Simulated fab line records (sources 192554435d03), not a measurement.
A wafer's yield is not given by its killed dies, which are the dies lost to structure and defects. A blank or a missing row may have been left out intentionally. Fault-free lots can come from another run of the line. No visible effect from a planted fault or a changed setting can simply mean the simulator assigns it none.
fab line records / flow n5_finfet / part 2 of 2: steps 21 to 28 of 28
record lots=5 wafers=15 last_day=18
route steps=1938 shown BEOL_M7@1281
lots with no fault: from the same line, run without faults
start_h: hours from the record's opening day to when the first of the lot's shown wafers began / wait_h: how many hours have passed since the lot's step before this one / " unchanged from the row above / L1.1+2: a single row standing in for several wafers / - value missing, or start not given / * or withheld: withheld / < > ~ a bound
route shown NAME@n: NAME is a module with steps in the file, n the number in the route of the first one / usual: the fault-free wafers' mean and standard deviation / same: alike in all rows / chamber/n: place in a boat / sites: readings site by site / _std_site: standard deviation of those values / _edge_site: the outer-site mean with the inner-site mean subtracted / radius_mm: how far each site lies from the wafer's centre / mask NAME#n: copy n / behind: the last tool/chamber to shape the wafer / hold: cause of the lot's hold/its duration in hours/its outcome / device: the transistor (n, p or np) that didn't switch / end of line: tests run on the same wafers once the route is complete / a step given without rows: its recipe and nothing more / killed: the dies lost at the first sort to structure and to defects; this is not the yield of the wafer / map: a wafer's dies, marking killed ones x, the rest . and places with no die _
set.NAME: the setting that was run; set.NAME@STEP: the one run at that earlier step / model.NAME: the simulator's own value behind a step, which no gauge read
lots seen at some steps along the route; tables by step, rows by wafer
services: the hour from which a tool's chamber was out of use, counted from the record's first day as start_h (under 0 if before that day), plus the number of hours and why
## steps
# step N5_BEOL_M7_ETCH_65
# recipe chemistry=CF4 target=SiARC target_depth_a=156 mask_material=CAR-EUV time_s=26 ion_energy_ev=80 pressure_mtorr=40 source_w=545 bias_w=36 Ar_flow_sccm=100 cf4_flow_sccm=100 ends=cleared
# usual drypump_motor_current_A=5.7/0.46 etch_rf_on_time_s=26.0/0.4 oes_product_au=0.70/0.072 rf_vpp_V=184.3/1.4 showerhead_plenum_p_Torr=2.15/0.085 throttle_valve_pct=15.52/0.23
lot.wafer=L075.2 tool=rie_diel-01 chamber=2 start_h=234.64 wait_h=0.0 drypump_motor_current_A=6.0 etch_rf_on_time_s=26.1 oes_product_au=0.80 rf_hours_counter_h=5 rf_vpp_V=185.1 showerhead_plenum_p_Torr=2.27 throttle_valve_pct=15.11
lot.wafer=L075.3 tool=rie_diel-01 chamber=0 start_h=234.64 wait_h=0.0 drypump_motor_current_A=6.1 etch_rf_on_time_s=26.4 oes_product_au=0.61 rf_hours_counter_h=194 rf_vpp_V=185.8 showerhead_plenum_p_Torr=2.21 throttle_valve_pct=15.71
lot.wafer=L075.4 tool=rie_diel-01 chamber=1 start_h=234.64 wait_h=0.0 drypump_motor_current_A=5.8 etch_rf_on_time_s=25.6 oes_product_au=0.77 rf_hours_counter_h=- rf_vpp_V=184.2 showerhead_plenum_p_Torr=2.26 throttle_valve_pct=15.64
lot.wafer=L074.3 tool=rie_diel-02 chamber=0 start_h=235.46 wait_h=0.0 drypump_motor_current_A=5.6 etch_rf_on_time_s=25.6 oes_product_au=0.76 rf_hours_counter_h=31 rf_vpp_V=183.4 showerhead_plenum_p_Torr=2.18 throttle_valve_pct=15.68
lot.wafer=L074.4 tool=rie_diel-02 chamber=3 start_h=235.46 wait_h=0.0 drypump_motor_current_A=6.2 etch_rf_on_time_s=25.5 oes_product_au=0.71 rf_hours_counter_h=94 rf_vpp_V=185.1 showerhead_plenum_p_Torr=2.15 throttle_valve_pct=15.22
lot.wafer=L074.6 tool=rie_diel-02 chamber=0 start_h=235.46 wait_h=0.0 drypump_motor_current_A=5.6 etch_rf_on_time_s=25.6 oes_product_au=0.75 rf_hours_counter_h=- rf_vpp_V=184.7 showerhead_plenum_p_Torr=2.18 throttle_valve_pct=15.67
lot.wafer=L082.1 tool=rie_diel-02 chamber=1 start_h=296.94 wait_h=0.0 drypump_motor_current_A=4.9 etch_rf_on_time_s=26.8 oes_product_au=0.73 rf_hours_counter_h=50 rf_vpp_V=183.9 showerhead_plenum_p_Torr=2.09 throttle_valve_pct=15.42
lot.wafer=L082.3 tool=rie_diel-02 chamber=2 start_h=296.94 wait_h=0.0 drypump_motor_current_A=5.4 etch_rf_on_time_s=25.5 oes_product_au=0.77 rf_hours_counter_h=40 rf_vpp_V=184.9 showerhead_plenum_p_Torr=2.17 throttle_valve_pct=15.40
lot.wafer=L082.6 tool=rie_diel-02 chamber=1 start_h=296.94 wait_h=0.0 drypump_motor_current_A=4.9 etch_rf_on_time_s=26.4 oes_product_au=0.72 rf_hours_counter_h=- rf_vpp_V=182.9 showerhead_plenum_p_Torr=2.09 throttle_valve_pct=15.43
lot.wafer=L086.1 tool=rie_diel-01 chamber=3 start_h=297.35 wait_h=0.0 drypump_motor_current_A=5.4 etch_rf_on_time_s=26.2 oes_product_au=0.60 rf_hours_counter_h=221 rf_vpp_V=183.8 showerhead_plenum_p_Torr=2.20 throttle_valve_pct=15.90
lot.wafer=L086.3 tool=rie_diel-01 chamber=1 start_h=297.35 wait_h=0.0 drypump_motor_current_A=5.8 etch_rf_on_time_s=26.2 oes_product_au=0.73 rf_hours_counter_h=56 rf_vpp_V=186.4 showerhead_plenum_p_Torr=2.26 throttle_valve_pct=15.67
lot.wafer=L086.5 tool=rie_diel-01 chamber=1 start_h=297.35 wait_h=0.0 drypump_motor_current_A=5.8 etch_rf_on_time_s=25.8 oes_product_au=0.74 rf_hours_counter_h=- rf_vpp_V=186.2 showerhead_plenum_p_Torr=2.26 throttle_valve_pct=15.66
lot.wafer=L094.3 tool=rie_diel-04 chamber=2 start_h=360.77 wait_h=0.0 drypump_motor_current_A=6.0 etch_rf_on_time_s=25.6 oes_product_au=0.80 rf_hours_counter_h=18 rf_vpp_V=185.8 showerhead_plenum_p_Torr=2.18 throttle_valve_pct=15.18
lot.wafer=L094.5 tool=rie_diel-04 chamber=3 start_h=360.77 wait_h=0.0 drypump_motor_current_A=6.4 etch_rf_on_time_s=26.2 oes_product_au=0.62 rf_hours_counter_h=- rf_vpp_V=182.4 showerhead_plenum_p_Torr=1.96 throttle_valve_pct=15.56
lot.wafer=L094.6 tool=rie_diel-04 chamber=0 start_h=360.77 wait_h=0.0 drypump_motor_current_A=5.1 etch_rf_on_time_s=26.0 oes_product_au=0.66 rf_hours_counter_h=- rf_vpp_V=183.2 showerhead_plenum_p_Torr=2.07 throttle_valve_pct=15.75
# step N5_BEOL_M7_ETCH_66
# recipe chemistry=N2/H2 target=SOC target_depth_a=800 overetch_a=160 mask_material=SiARC temp_c=40 time_s=120 ion_energy_ev=200 pressure_mtorr=30 source_w=840 bias_w=150 n2_flow_sccm=200 h2_flow_sccm=200
# usual drypump_motor_current_A=5.7/0.46 oes_product_au=0.62/0.061 rf_vpp_V=524/3.1 showerhead_plenum_p_Torr=2.56/0.11 throttle_valve_pct=17.74/0.26
lot.wafer=L075.2 tool=rie_diel-01 chamber=2 start_h=234.67 wait_h=0.0 drypump_motor_current_A=6.1 oes_product_au=0.72 rf_hours_counter_h=5 rf_vpp_V=529 showerhead_plenum_p_Torr=2.72 throttle_valve_pct=17.34
lot.wafer=L075.3 tool=rie_diel-01 chamber=0 start_h=234.67 wait_h=0.0 drypump_motor_current_A=6.1 oes_product_au=0.56 rf_hours_counter_h=194 rf_vpp_V=528 showerhead_plenum_p_Torr=2.63 throttle_valve_pct=17.94
lot.wafer=L075.4 tool=rie_diel-01 chamber=1 start_h=234.67 wait_h=0.0 drypump_motor_current_A=5.8 oes_product_au=0.68 rf_hours_counter_h=- rf_vpp_V=529 showerhead_plenum_p_Torr=2.70 throttle_valve_pct=17.91
lot.wafer=L074.3 tool=rie_diel-02 chamber=0 start_h=235.49 wait_h=0.0 drypump_motor_current_A=5.6 oes_product_au=0.68 rf_hours_counter_h=31 rf_vpp_V=526 showerhead_plenum_p_Torr=2.59 throttle_valve_pct=17.88
lot.wafer=L074.4 tool=rie_diel-02 chamber=3 start_h=235.49 wait_h=0.0 drypump_motor_current_A=6.2 oes_product_au=0.63 rf_hours_counter_h=94 rf_vpp_V=524 showerhead_plenum_p_Torr=2.56 throttle_valve_pct=17.40
lot.wafer=L074.6 tool=rie_diel-02 chamber=0 start_h=235.49 wait_h=0.0 drypump_motor_current_A=5.6 oes_product_au=0.67 rf_hours_counter_h=- rf_vpp_V=524 showerhead_plenum_p_Torr=2.59 throttle_valve_pct=17.86
lot.wafer=L082.1 tool=rie_diel-02 chamber=1 start_h=296.97 wait_h=0.0 drypump_motor_current_A=4.9 oes_product_au=0.66 rf_hours_counter_h=50 rf_vpp_V=522 showerhead_plenum_p_Torr=2.47 throttle_valve_pct=17.49
lot.wafer=L082.3 tool=rie_diel-02 chamber=2 start_h=296.97 wait_h=0.0 drypump_motor_current_A=5.4 oes_product_au=0.68 rf_hours_counter_h=40 rf_vpp_V=524 showerhead_plenum_p_Torr=2.59 throttle_valve_pct=17.63
lot.wafer=L082.6 tool=rie_diel-02 chamber=1 start_h=296.97 wait_h=0.0 drypump_motor_current_A=4.9 oes_product_au=0.66 rf_hours_counter_h=- rf_vpp_V=523 showerhead_plenum_p_Torr=2.47 throttle_valve_pct=17.50
lot.wafer=L086.1 tool=rie_diel-01 chamber=3 start_h=297.38 wait_h=0.0 drypump_motor_current_A=5.4 oes_product_au=0.54 rf_hours_counter_h=221 rf_vpp_V=526 showerhead_plenum_p_Torr=2.63 throttle_valve_pct=18.22
lot.wafer=L086.3 tool=rie_diel-01 chamber=1 start_h=297.38 wait_h=0.0 drypump_motor_current_A=5.8 oes_product_au=0.66 rf_hours_counter_h=56 rf_vpp_V=529 showerhead_plenum_p_Torr=2.69 throttle_valve_pct=17.95
lot.wafer=L086.5 tool=rie_diel-01 chamber=1 start_h=297.38 wait_h=0.0 drypump_motor_current_A=5.8 oes_product_au=0.66 rf_hours_counter_h=- rf_vpp_V=529 showerhead_plenum_p_Torr=2.69 throttle_valve_pct=17.96
lot.wafer=L094.3 tool=rie_diel-04 chamber=2 start_h=360.80 wait_h=0.0 drypump_motor_current_A=6.0 oes_product_au=0.72 rf_hours_counter_h=18 rf_vpp_V=526 showerhead_plenum_p_Torr=2.60 throttle_valve_pct=17.40
lot.wafer=L094.5 tool=rie_diel-04 chamber=3 start_h=360.80 wait_h=0.0 drypump_motor_current_A=6.4 oes_product_au=0.57 rf_hours_counter_h=- rf_vpp_V=519 showerhead_plenum_p_Torr=2.32 throttle_valve_pct=17.71
lot.wafer=L094.6 tool=rie_diel-04 chamber=0 start_h=360.80 wait_h=0.0 drypump_motor_current_A=5.1 oes_product_au=0.59 rf_hours_counter_h=- rf_vpp_V=521 showerhead_plenum_p_Torr=2.45 throttle_valve_pct=17.99
# step N5_BEOL_M7_STRIP_69
# recipe chemistry=N2/H2 temp_c=40 n2_flow_sccm=200 h2_flow_sccm=200 rf_frequency_hz=6e+07
lot.wafer=L075.2+3+4 tool=rie_diel-01 chamber=2,0,1 start_h=234.75 wait_h=0.0
lot.wafer=L074.3+4+6 tool=rie_diel-02 chamber=0,3,0 start_h=235.57 wait_h=0.0
lot.wafer=L082.1+3+6 tool=rie_diel-02 chamber=1,2,1 start_h=297.05 wait_h=0.0
lot.wafer=L086.1+3+5 tool=rie_diel-01 chamber=3,1,1 start_h=297.46 wait_h=0.0
lot.wafer=L094.3+5+6 tool=rie_diel-04 chamber=2,3,0 start_h=360.88 wait_h=0.0
# step N5_BEOL_M7_STRIP_73
# recipe chemistry=N2/H2 temp_c=40 n2_flow_sccm=200 h2_flow_sccm=200 rf_frequency_hz=6e+07
lot.wafer=L075.2+3+4 tool=rie_diel-01 chamber=2,0,1 start_h=234.76 wait_h=0.0
lot.wafer=L074.3+4+6 tool=rie_diel-02 chamber=0,3,0 start_h=235.58 wait_h=0.0
lot.wafer=L082.1+3+6 tool=rie_diel-02 chamber=1,2,1 start_h=297.06 wait_h=0.0
lot.wafer=L086.1+3+5 tool=rie_diel-01 chamber=3,1,1 start_h=297.47 wait_h=0.0
lot.wafer=L094.3+5+6 tool=rie_diel-04 chamber=2,3,0 start_h=360.89 wait_h=0.0
# step N5_BEOL_M7_VIA_ETCH_34
# recipe chemistry=C4F6/O2 target=SiCOH_lowk target_depth_a=1255 mask_material=SOC taper_deg=4 time_s=50.5 ion_energy_ev=250 pressure_mtorr=30 source_w=345 bias_w=185 Ar_flow_sccm=300 C4F6_flow_sccm=10 O2_flow_sccm=10
# usual drypump_motor_current_A=5.7/0.46 oes_product_au=0.82/0.085 rf_vpp_V=666/5.3 showerhead_plenum_p_Torr=2.86/0.11 throttle_valve_pct=20.81/0.24
lot.wafer=L075.2 tool=rie_diel-01 chamber=2 start_h=234.77 wait_h=0.0 drypump_motor_current_A=6.0 oes_product_au=0.95 rf_hours_counter_h=6 rf_vpp_V=669 showerhead_plenum_p_Torr=3.01 throttle_valve_pct=20.35
lot.wafer=L075.3 tool=rie_diel-01 chamber=0 start_h=234.77 wait_h=0.0 drypump_motor_current_A=6.1 oes_product_au=0.73 rf_hours_counter_h=194 rf_vpp_V=665 showerhead_plenum_p_Torr=2.95 throttle_valve_pct=21.02
lot.wafer=L075.4 tool=rie_diel-01 chamber=1 start_h=234.77 wait_h=0.0 drypump_motor_current_A=5.8 oes_product_au=0.89 rf_hours_counter_h=- rf_vpp_V=663 showerhead_plenum_p_Torr=3.01 throttle_valve_pct=21.00
lot.wafer=L074.3 tool=rie_diel-02 chamber=0 start_h=235.59 wait_h=0.0 drypump_motor_current_A=5.6 oes_product_au=0.89 rf_hours_counter_h=31 rf_vpp_V=672 showerhead_plenum_p_Torr=2.91 throttle_valve_pct=21.07
lot.wafer=L074.4 tool=rie_diel-02 chamber=3 start_h=235.59 wait_h=0.0 drypump_motor_current_A=6.1 oes_product_au=0.82 rf_hours_counter_h=95 rf_vpp_V=671 showerhead_plenum_p_Torr=2.87 throttle_valve_pct=20.51
lot.wafer=L074.6 tool=rie_diel-02 chamber=0 start_h=235.59 wait_h=0.0 drypump_motor_current_A=5.6 oes_product_au=0.88 rf_hours_counter_h=- rf_vpp_V=673 showerhead_plenum_p_Torr=2.91 throttle_valve_pct=21.08
lot.wafer=L082.1 tool=rie_diel-02 chamber=1 start_h=297.07 wait_h=0.0 drypump_motor_current_A=4.9 oes_product_au=0.86 rf_hours_counter_h=50 rf_vpp_V=668 showerhead_plenum_p_Torr=2.78 throttle_valve_pct=20.70
lot.wafer=L082.3 tool=rie_diel-02 chamber=2 start_h=297.07 wait_h=0.0 drypump_motor_current_A=5.3 oes_product_au=0.89 rf_hours_counter_h=40 rf_vpp_V=656 showerhead_plenum_p_Torr=2.89 throttle_valve_pct=20.70
lot.wafer=L082.6 tool=rie_diel-02 chamber=1 start_h=297.07 wait_h=0.0 drypump_motor_current_A=4.9 oes_product_au=0.86 rf_hours_counter_h=- rf_vpp_V=667 showerhead_plenum_p_Torr=2.78 throttle_valve_pct=20.71
lot.wafer=L086.1 tool=rie_diel-01 chamber=3 start_h=297.48 wait_h=0.0 drypump_motor_current_A=5.4 oes_product_au=0.70 rf_hours_counter_h=221 rf_vpp_V=672 showerhead_plenum_p_Torr=2.92 throttle_valve_pct=21.14
lot.wafer=L086.3 tool=rie_diel-01 chamber=1 start_h=297.48 wait_h=0.0 drypump_motor_current_A=5.8 oes_product_au=0.86 rf_hours_counter_h=56 rf_vpp_V=663 showerhead_plenum_p_Torr=3.00 throttle_valve_pct=21.01
lot.wafer=L086.5 tool=rie_diel-01 chamber=1 start_h=297.48 wait_h=0.0 drypump_motor_current_A=5.8 oes_product_au=0.86 rf_hours_counter_h=- rf_vpp_V=664 showerhead_plenum_p_Torr=3.00 throttle_valve_pct=21.03
lot.wafer=L094.3 tool=rie_diel-04 chamber=2 start_h=360.90 wait_h=0.0 drypump_motor_current_A=5.9 oes_product_au=0.93 rf_hours_counter_h=18 rf_vpp_V=673 showerhead_plenum_p_Torr=2.91 throttle_valve_pct=20.50
lot.wafer=L094.5 tool=rie_diel-04 chamber=3 start_h=360.90 wait_h=0.0 drypump_motor_current_A=6.5 oes_product_au=0.74 rf_hours_counter_h=- rf_vpp_V=661 showerhead_plenum_p_Torr=2.61 throttle_valve_pct=20.78
lot.wafer=L094.6 tool=rie_diel-04 chamber=0 start_h=360.90 wait_h=0.0 drypump_motor_current_A=5.1 oes_product_au=0.77 rf_hours_counter_h=- rf_vpp_V=661 showerhead_plenum_p_Torr=2.74 throttle_valve_pct=21.06
# step N5_BEOL_M7_STRIP_76
# recipe chemistry=C4F6/O2 resist=SiARC rf_frequency_hz=6e+07
lot.wafer=L075.2+3+4 tool=rie_diel-01 chamber=2,0,1 start_h=234.81 wait_h=0.0
lot.wafer=L074.3+4+6 tool=rie_diel-02 chamber=0,3,0 start_h=235.63 wait_h=0.0
lot.wafer=L082.1+3+6 tool=rie_diel-02 chamber=1,2,1 start_h=297.11 wait_h=0.0
lot.wafer=L086.1+3+5 tool=rie_diel-01 chamber=3,1,1 start_h=297.52 wait_h=0.0
lot.wafer=L094.3+5+6 tool=rie_diel-04 chamber=2,3,0 start_h=360.94 wait_h=0.0
# step N5_BEOL_M7_STRIP_36
# recipe chemistry=N2/H2 power_w=450 temp_c=40 pressure_mtorr=20 rf_frequency_hz=6e+07 overash_fraction=0.3 bias_power_w=7 h2_frac=0.5 n2_flow_sccm=200 h2_flow_sccm=200
# usual drypump_motor_current_A=5.7/0.46 oes_product_au=0.82/0.085 rf_vpp_V=59.0/1.6 showerhead_plenum_p_Torr=2.56/0.11 throttle_valve_pct=23.6/0.31
lot.wafer=L075.2 tool=rie_diel-01 chamber=2 start_h=234.82 wait_h=0.0 drypump_motor_current_A=6.1 oes_product_au=0.95 rf_hours_counter_h=6 rf_vpp_V=58.0 showerhead_plenum_p_Torr=2.71 throttle_valve_pct=23.2
lot.wafer=L075.3 tool=rie_diel-01 chamber=0 start_h=234.82 wait_h=0.0 drypump_motor_current_A=6.1 oes_product_au=0.72 rf_hours_counter_h=194 rf_vpp_V=58.1 showerhead_plenum_p_Torr=2.63 throttle_valve_pct=23.8
lot.wafer=L075.4 tool=rie_diel-01 chamber=1 start_h=234.82 wait_h=0.0 drypump_motor_current_A=5.8 oes_product_au=0.90 rf_hours_counter_h=- rf_vpp_V=58.5 showerhead_plenum_p_Torr=2.69 throttle_valve_pct=23.9
lot.wafer=L074.3 tool=rie_diel-02 chamber=0 start_h=235.64 wait_h=0.0 drypump_motor_current_A=5.6 oes_product_au=0.90 rf_hours_counter_h=31 rf_vpp_V=58.7 showerhead_plenum_p_Torr=2.59 throttle_valve_pct=23.7
lot.wafer=L074.4 tool=rie_diel-02 chamber=3 start_h=235.64 wait_h=0.0 drypump_motor_current_A=6.2 oes_product_au=0.83 rf_hours_counter_h=95 rf_vpp_V=59.7 showerhead_plenum_p_Torr=2.56 throttle_valve_pct=23.2
lot.wafer=L074.6 tool=rie_diel-02 chamber=0 start_h=235.64 wait_h=0.0 drypump_motor_current_A=5.6 oes_product_au=0.89 rf_hours_counter_h=- rf_vpp_V=59.4 showerhead_plenum_p_Torr=2.59 throttle_valve_pct=23.7
lot.wafer=L082.1 tool=rie_diel-02 chamber=1 start_h=297.12 wait_h=0.0 drypump_motor_current_A=4.9 oes_product_au=0.86 rf_hours_counter_h=50 rf_vpp_V=60.1 showerhead_plenum_p_Torr=2.47 throttle_valve_pct=23.2
lot.wafer=L082.3 tool=rie_diel-02 chamber=2 start_h=297.12 wait_h=0.0 drypump_motor_current_A=5.4 oes_product_au=0.90 rf_hours_counter_h=40 rf_vpp_V=58.5 showerhead_plenum_p_Torr=2.59 throttle_valve_pct=23.5
lot.wafer=L082.6 tool=rie_diel-02 chamber=1 start_h=297.12 wait_h=0.0 drypump_motor_current_A=4.9 oes_product_au=0.86 rf_hours_counter_h=- rf_vpp_V=58.3 showerhead_plenum_p_Torr=2.47 throttle_valve_pct=23.2
lot.wafer=L086.1 tool=rie_diel-01 chamber=3 start_h=297.53 wait_h=0.0 drypump_motor_current_A=5.4 oes_product_au=0.70 rf_hours_counter_h=221 rf_vpp_V=59.1 showerhead_plenum_p_Torr=2.62 throttle_valve_pct=24.1
lot.wafer=L086.3 tool=rie_diel-01 chamber=1 start_h=297.53 wait_h=0.0 drypump_motor_current_A=5.8 oes_product_au=0.84 rf_hours_counter_h=56 rf_vpp_V=61.3 showerhead_plenum_p_Torr=2.68 throttle_valve_pct=23.8
lot.wafer=L086.5 tool=rie_diel-01 chamber=1 start_h=297.53 wait_h=0.0 drypump_motor_current_A=5.8 oes_product_au=0.86 rf_hours_counter_h=- rf_vpp_V=58.0 showerhead_plenum_p_Torr=2.68 throttle_valve_pct=23.9
lot.wafer=L094.3 tool=rie_diel-04 chamber=2 start_h=360.95 wait_h=0.0 drypump_motor_current_A=6.0 oes_product_au=0.94 rf_hours_counter_h=18 rf_vpp_V=57.1 showerhead_plenum_p_Torr=2.59 throttle_valve_pct=23.3
lot.wafer=L094.5 tool=rie_diel-04 chamber=3 start_h=360.95 wait_h=0.0 drypump_motor_current_A=6.4 oes_product_au=0.75 rf_hours_counter_h=- rf_vpp_V=58.1 showerhead_plenum_p_Torr=2.32 throttle_valve_pct=23.4
lot.wafer=L094.6 tool=rie_diel-04 chamber=0 start_h=360.95 wait_h=0.0 drypump_motor_current_A=5.1 oes_product_au=0.78 rf_hours_counter_h=- rf_vpp_V=58.7 showerhead_plenum_p_Torr=2.45 throttle_valve_pct=23.9
# step N5_BEOL_M7_TRENCH_ETCH_37
# recipe chemistry=C4F6/O2 target_depth_a=934.78 target=SiCOH_lowk time_s=31.2 ion_energy_ev=250 pressure_mtorr=30 source_w=345 bias_w=185 Ar_flow_sccm=300 C4F6_flow_sccm=10 O2_flow_sccm=10
# usual drypump_motor_current_A=5.7/0.45 oes_product_au=0.81/0.084 rf_vpp_V=666/5.3 showerhead_plenum_p_Torr=2.86/0.11 throttle_valve_pct=20.84/0.24
lot.wafer=L075.2 tool=rie_diel-01 chamber=2 start_h=- wait_h=- drypump_motor_current_A=6.0 oes_product_au=0.94 rf_hours_counter_h=6 rf_vpp_V=667 showerhead_plenum_p_Torr=3.01 throttle_valve_pct=20.39
lot.wafer=L075.3 tool=rie_diel-01 chamber=0 start_h=- wait_h=- drypump_motor_current_A=6.1 oes_product_au=0.72 rf_hours_counter_h=194 rf_vpp_V=664 showerhead_plenum_p_Torr=2.95 throttle_valve_pct=21.06
lot.wafer=L075.4 tool=rie_diel-01 chamber=1 start_h=- wait_h=- drypump_motor_current_A=5.8 oes_product_au=0.90 rf_hours_counter_h=- rf_vpp_V=664 showerhead_plenum_p_Torr=3.01 throttle_valve_pct=21.02
lot.wafer=L074.3 tool=rie_diel-02 chamber=0 start_h=- wait_h=- drypump_motor_current_A=5.6 oes_product_au=0.88 rf_hours_counter_h=31 rf_vpp_V=673 showerhead_plenum_p_Torr=2.91 throttle_valve_pct=21.10
lot.wafer=L074.4 tool=rie_diel-02 chamber=3 start_h=- wait_h=- drypump_motor_current_A=6.2 oes_product_au=0.83 rf_hours_counter_h=95 rf_vpp_V=672 showerhead_plenum_p_Torr=2.87 throttle_valve_pct=20.53
lot.wafer=L074.6 tool=rie_diel-02 chamber=0 start_h=- wait_h=- drypump_motor_current_A=5.6 oes_product_au=0.88 rf_hours_counter_h=- rf_vpp_V=673 showerhead_plenum_p_Torr=2.91 throttle_valve_pct=21.11
lot.wafer=L082.1 tool=rie_diel-02 chamber=1 start_h=- wait_h=- drypump_motor_current_A=4.9 oes_product_au=0.86 rf_hours_counter_h=51 rf_vpp_V=668 showerhead_plenum_p_Torr=2.78 throttle_valve_pct=20.74
lot.wafer=L082.3 tool=rie_diel-02 chamber=2 start_h=- wait_h=- drypump_motor_current_A=5.4 oes_product_au=0.90 rf_hours_counter_h=40 rf_vpp_V=656 showerhead_plenum_p_Torr=2.89 throttle_valve_pct=20.72
lot.wafer=L082.6 tool=rie_diel-02 chamber=1 start_h=- wait_h=- drypump_motor_current_A=4.9 oes_product_au=0.86 rf_hours_counter_h=- rf_vpp_V=667 showerhead_plenum_p_Torr=2.78 throttle_valve_pct=20.76
lot.wafer=L086.1 tool=rie_diel-01 chamber=3 start_h=- wait_h=- drypump_motor_current_A=5.4 oes_product_au=0.70 rf_hours_counter_h=221 rf_vpp_V=673 showerhead_plenum_p_Torr=2.92 throttle_valve_pct=21.17
lot.wafer=L086.3 tool=rie_diel-01 chamber=1 start_h=- wait_h=- drypump_motor_current_A=5.8 oes_product_au=0.86 rf_hours_counter_h=56 rf_vpp_V=664 showerhead_plenum_p_Torr=3.00 throttle_valve_pct=21.04
lot.wafer=L086.5 tool=rie_diel-01 chamber=1 start_h=- wait_h=- drypump_motor_current_A=5.8 oes_product_au=0.85 rf_hours_counter_h=- rf_vpp_V=663 showerhead_plenum_p_Torr=3.00 throttle_valve_pct=21.04
lot.wafer=L094.3 tool=rie_diel-04 chamber=2 start_h=- wait_h=- drypump_motor_current_A=6.0 oes_product_au=0.95 rf_hours_counter_h=18 rf_vpp_V=676 showerhead_plenum_p_Torr=2.91 throttle_valve_pct=20.53
lot.wafer=L094.5 tool=rie_diel-04 chamber=3 start_h=- wait_h=- drypump_motor_current_A=6.4 oes_product_au=0.73 rf_hours_counter_h=- rf_vpp_V=663 showerhead_plenum_p_Torr=2.61 throttle_valve_pct=20.80
lot.wafer=L094.6 tool=rie_diel-04 chamber=0 start_h=- wait_h=- drypump_motor_current_A=5.1 oes_product_au=0.77 rf_hours_counter_h=- rf_vpp_V=661 showerhead_plenum_p_Torr=2.74 throttle_valve_pct=21.10
## services
tool=euv_scanner-02 chamber=- start_h=218.48 hours=1.0 kind=pm
tool=rie_diel-02 chamber=3 start_h=218.90 hours=6.0 kind=repair
tool=euv_scanner-01 chamber=- start_h=221.19 hours=1.0 kind=pm
tool=euv_scanner-01 chamber=- start_h=224.48 hours=3.7 kind=repair
tool=rie_diel-02 chamber=3 start_h=241.30 hours=2.1 kind=repair
tool=euv_scanner-01 chamber=- start_h=250.83 hours=4.6 kind=pm
tool=euv_scanner-01 chamber=- start_h=257.24 hours=1.3 kind=repair
tool=euv_scanner-02 chamber=- start_h=269.29 hours=0.8 kind=repair
tool=euv_scanner-02 chamber=- start_h=274.63 hours=1.0 kind=pm
tool=euv_scanner-02 chamber=- start_h=276.49 hours=0.3 kind=repair
tool=euv_scanner-01 chamber=- start_h=277.34 hours=1.0 kind=pm
tool=rie_diel-04 chamber=2 start_h=277.44 hours=9.6 kind=repair
tool=rie_diel-04 chamber=1 start_h=286.58 hours=5.8 kind=repair
tool=rie_diel-01 chamber=- start_h=296.25 hours=0.3 kind=repair
tool=euv_scanner-01 chamber=- start_h=306.52 hours=12.0 kind=pm
tool=euv_scanner-02 chamber=- start_h=318.52 hours=4.6 kind=pm
tool=rie_diel-01 chamber=1 start_h=325.84 hours=14.7 kind=repair
tool=rie_diel-02 chamber=- start_h=327.81 hours=14.6 kind=pm
tool=euv_scanner-02 chamber=- start_h=330.78 hours=1.0 kind=pm
tool=rie_diel-02 chamber=1 start_h=346.98 hours=4.0 kind=repair
tool=rie_diel-01 chamber=3 start_h=351.08 hours=6.8 kind=repair
tool=rie_diel-01 chamber=2 start_h=353.35 hours=6.6 kind=repair
tool=rie_metal-02 chamber=1 start_h=353.84 hours=23.1 kind=repair
tool=euv_scanner-02 chamber=- start_h=356.22 hours=5.8 kind=pm
